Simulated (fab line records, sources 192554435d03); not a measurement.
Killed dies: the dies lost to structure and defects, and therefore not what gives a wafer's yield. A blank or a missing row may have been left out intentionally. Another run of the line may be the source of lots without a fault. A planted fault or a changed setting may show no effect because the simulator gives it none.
Lot-split experiment :: flow n5_finfet :: 21 wafers read from 7 lots, route of 1938 steps

ABOUT THE SPLIT
At N5_BEOL_M0_TRENCH_ETCH_107 (etches SiOC in C4F6/O2, target depth 32.8 nm, time 16.4 s), the setting target_depth_a was moved away from the recipe's 328 angstrom on 7 of the 21 wafers read, by -9.3% to +10.1%. This setting was run at the recipe's value on the other wafers.

BETWEEN THE SPLIT AND THE READING: the file shows 1 step in between
- N5_BEOL_M0_STRIP_142: strips in N2/H2, time 10 s

THE READING
trench_depth_nm, in nm, at N5_BEOL_M0_OCD_MEAS_108. On this fab line, fault-free wafers typically give 32.7 nm with a standard deviation of 0.59 nm.

wafer: L075.3
tool, chamber at the split: rie_diel-03, 0
target_depth_a as run, angstrom: 297.4
against the recipe: -9.3%
trench_depth_nm, nm: 29.8
against lot-mates on the recipe: -3.4

wafer: L075.4
tool, chamber at the split: rie_diel-03, 2
target_depth_a as run, angstrom: 328
against the recipe: recipe
trench_depth_nm, nm: 32.6
against lot-mates on the recipe: -

wafer: L075.5
tool, chamber at the split: rie_diel-03, 1
target_depth_a as run, angstrom: 328
against the recipe: recipe
trench_depth_nm, nm: 33.7
against lot-mates on the recipe: -

wafer: L077.1
tool, chamber at the split: rie_diel-04, 3
target_depth_a as run, angstrom: 328
against the recipe: recipe
trench_depth_nm, nm: 32.5
against lot-mates on the recipe: -

wafer: L077.3
tool, chamber at the split: rie_diel-04, 2
target_depth_a as run, angstrom: 328
against the recipe: recipe
trench_depth_nm, nm: 32.0
against lot-mates on the recipe: -

wafer: L077.5
tool, chamber at the split: rie_diel-04, 3
target_depth_a as run, angstrom: 328
against the recipe: recipe
trench_depth_nm, nm: 32.1
against lot-mates on the recipe: -

wafer: L080.1
tool, chamber at the split: rie_diel-03, 0
target_depth_a as run, angstrom: 328
against the recipe: recipe
trench_depth_nm, nm: 33.0
against lot-mates on the recipe: -

wafer: L080.3
tool, chamber at the split: rie_diel-03, 3
target_depth_a as run, angstrom: 338
against the recipe: +3.0%
trench_depth_nm, nm: 33.9
against lot-mates on the recipe: +0.9

wafer: L080.4
tool, chamber at the split: rie_diel-03, 2
target_depth_a as run, angstrom: 338
against the recipe: +3.0%
trench_depth_nm, nm: 33.1
against lot-mates on the recipe: +0.1

wafer: L082.3
tool, chamber at the split: rie_diel-06, 2
target_depth_a as run, angstrom: 328
against the recipe: recipe
trench_depth_nm, nm: 33.0
against lot-mates on the recipe: -

wafer: L082.4
tool, chamber at the split: rie_diel-06, 3
target_depth_a as run, angstrom: 328
against the recipe: recipe
trench_depth_nm, nm: 33.6
against lot-mates on the recipe: -

wafer: L082.5
tool, chamber at the split: rie_diel-06, 3
target_depth_a as run, angstrom: 328
against the recipe: recipe
trench_depth_nm, nm: 34.1
against lot-mates on the recipe: -

wafer: L087.4
tool, chamber at the split: rie_diel-03, 3
target_depth_a as run, angstrom: 328
against the recipe: recipe
trench_depth_nm, nm: 33.2
against lot-mates on the recipe: -

wafer: L087.5
tool, chamber at the split: rie_diel-03, 1
target_depth_a as run, angstrom: 328
against the recipe: recipe
trench_depth_nm, nm: 33.2
against lot-mates on the recipe: -

wafer: L087.6
tool, chamber at the split: rie_diel-03, 2
target_depth_a as run, angstrom: 308.2
against the recipe: -6.0%
trench_depth_nm, nm: 30.8
against lot-mates on the recipe: -2.4

wafer: L090.3
tool, chamber at the split: rie_diel-04, 0
target_depth_a as run, angstrom: 328
against the recipe: recipe
trench_depth_nm, nm: 32.9
against lot-mates on the recipe: -

wafer: L090.4
tool, chamber at the split: rie_diel-04, 1
target_depth_a as run, angstrom: 361.2
against the recipe: +10.1%
trench_depth_nm, nm: 35.8
against lot-mates on the recipe: +3.0

wafer: L090.6
tool, chamber at the split: rie_diel-04, 0
target_depth_a as run, angstrom: 328
against the recipe: recipe
trench_depth_nm, nm: 32.8
against lot-mates on the recipe: -

wafer: L091.2
tool, chamber at the split: rie_diel-06, 1
target_depth_a as run, angstrom: 340
against the recipe: +3.7%
trench_depth_nm, nm: 34.2
against lot-mates on the recipe: +0.5

wafer: L091.3
tool, chamber at the split: rie_diel-06, 3
target_depth_a as run, angstrom: 328
against the recipe: recipe
trench_depth_nm, nm: 33.7
against lot-mates on the recipe: -

wafer: L091.4
tool, chamber at the split: rie_diel-06, 3
target_depth_a as run, angstrom: 340
against the recipe: +3.7%
trench_depth_nm, nm: 34.8
against lot-mates on the recipe: +1.1

FIT RESULTS
A straight line over all 21 wafers: trench_depth_nm changes by +0.316 nm for each +1% of target_depth_a; r = +0.90; the points scatter about the line by 0.58 nm.
The same after taking each lot's own level away (the mean of its wafers on the recipe; 21 wafers): +0.315 nm for each +1%; r = +0.95; scatter 0.37 nm.
On that fit, the largest move of target_depth_a shifts the reading by 3.2 nm.
The lots' own levels span 32.20 to 33.70 nm, that is 2.5 times the standard deviation above.
The two slopes agree, so the slope changes little with the lot-to-lot level.
Check: +3.14 nm against its lot-mates is what the line predicts for one of the wafers moved furthest among these (+10.1%) when that wafer is left out of the fit. Against them it came out at +2.95 nm.

OTHER SPLITS APPLIED TO THESE WAFERS
Before the reading, these wafers also passed through other splits. Each is held against what the fit with the lots' levels taken away leaves over:
other split on the same wafers: N5_MOL_CONTACT_COAG_EXPOSE_05 dose_mj
wafers away from the commonest value: 7
r with trench_depth_nm (lot level and that fit taken away): +0.16

other split on the same wafers: N5_MOL_CONTACT_COAG_ALD_123 ald_cycles
wafers away from the commonest value: 7
r with trench_depth_nm (lot level and that fit taken away): +0.22

other split on the same wafers: N5_BEOL_M0_SAQP_EXPOSE_11 dose_mj
wafers away from the commonest value: 10
r with trench_depth_nm (lot level and that fit taken away): +0.05

other split on the same wafers: N5_BEOL_M0_SAQP_DEVELOP_13 develop_time_s
wafers away from the commonest value: 6
r with trench_depth_nm (lot level and that fit taken away): -0.33

THE WHOLE CHAIN: every reading that the file lists as answering this split, in the file's order
step: N5_BEOL_M0_TRENCH_ETCH_107
what it does: etches SiOC in C4F6/O2, target depth 32.8 nm, time 16.4 s
reading: BEOL_M0.feature_depth_nm (the simulator's own value, which no gauge read)
change (the file's fit): +0.314 nm for each +1% of the setting
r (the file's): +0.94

step: N5_BEOL_M0_OCD_MEAS_108
what it does: 
reading: trench_depth_nm
change (the file's fit): +0.321 nm for each +1% of the setting
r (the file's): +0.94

FILE'S OWN FIT
trench_depth_nm changes by +0.321 nm for each +1% of target_depth_a, r = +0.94.
